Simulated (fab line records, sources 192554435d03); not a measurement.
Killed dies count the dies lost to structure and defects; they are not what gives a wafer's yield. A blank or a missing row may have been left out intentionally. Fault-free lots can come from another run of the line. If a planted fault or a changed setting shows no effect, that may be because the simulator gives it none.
Chamber matching / flow n5-finfet / N5_HKMG_FIN_CVD_62 on thermal-cvd-si-02: 3 sister chambers
The step deposits a-Si from Si2H6, target thk 3 nm, time 20.8 s. 6 wafers are shown with their chamber, then 12 later ones without.

## WAFERS, EACH WITH ITS CHAMBER
wafer=L082.4; chamber=1; heater-power-w (W)=1650
wafer=L086.5; chamber=0; heater-power-w (W)=1586
wafer=L086.6; chamber=2; heater-power-w (W)=1405
wafer=L088.1; chamber=2; heater-power-w (W)=1400
wafer=L088.3; chamber=0; heater-power-w (W)=1560
wafer=L088.5; chamber=1; heater-power-w (W)=1622

## WAFERS MISSING THEIR CHAMBER
wafer=L090.2; heater-power-w (W)=1566
wafer=L090.3; heater-power-w (W)=1595
wafer=L090.4; heater-power-w (W)=1607
wafer=L092.2; heater-power-w (W)=1400
wafer=L092.4; heater-power-w (W)=1557
wafer=L092.6; heater-power-w (W)=1600
wafer=L094.2; heater-power-w (W)=1585
wafer=L094.3; heater-power-w (W)=1598
wafer=L094.4; heater-power-w (W)=1560
wafer=L096.1; heater-power-w (W)=1581
wafer=L096.3; heater-power-w (W)=1454
wafer=L096.5; heater-power-w (W)=1613

## CHAMBER TAKEN BY EACH
wafer=L090.2; from the rows above=0; in truth=0
wafer=L090.3; from the rows above=can't be placed: 0 or 1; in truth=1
wafer=L090.4; from the rows above=can't be placed: 1 or 0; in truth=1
wafer=L092.2; from the rows above=2; in truth=2
wafer=L092.4; from the rows above=0; in truth=0
wafer=L092.6; from the rows above=can't be placed: 0 or 1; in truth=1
wafer=L094.2; from the rows above=0; in truth=0
wafer=L094.3; from the rows above=can't be placed: 0 or 1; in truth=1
wafer=L094.4; from the rows above=0; in truth=0
wafer=L096.1; from the rows above=0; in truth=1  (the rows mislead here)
wafer=L096.3; from the rows above=2; in truth=2
wafer=L096.5; from the rows above=can't be placed: 1 or 0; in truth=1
Correct placement for 6 of the 12. These rows do not allow placing 5 (true chamber among the candidates in 5). Placed wrongly: 1.
How it was worked out, from the rows above alone: a wafer's distance from a chamber is the root of the sum, over the readings, of the square of ((its reading less the chamber's mean) divided by the reading's scatter). If the next closest chamber is less than 2 further off than the closest, the wafer can't be placed; otherwise it belongs to the closest. Each chamber's mean is taken over the wafers shown for it. The scatter is the square root of a quotient: the sum, over the shown wafers, of each reading's squared deviation from its chamber's mean, divided by wafers minus chambers.
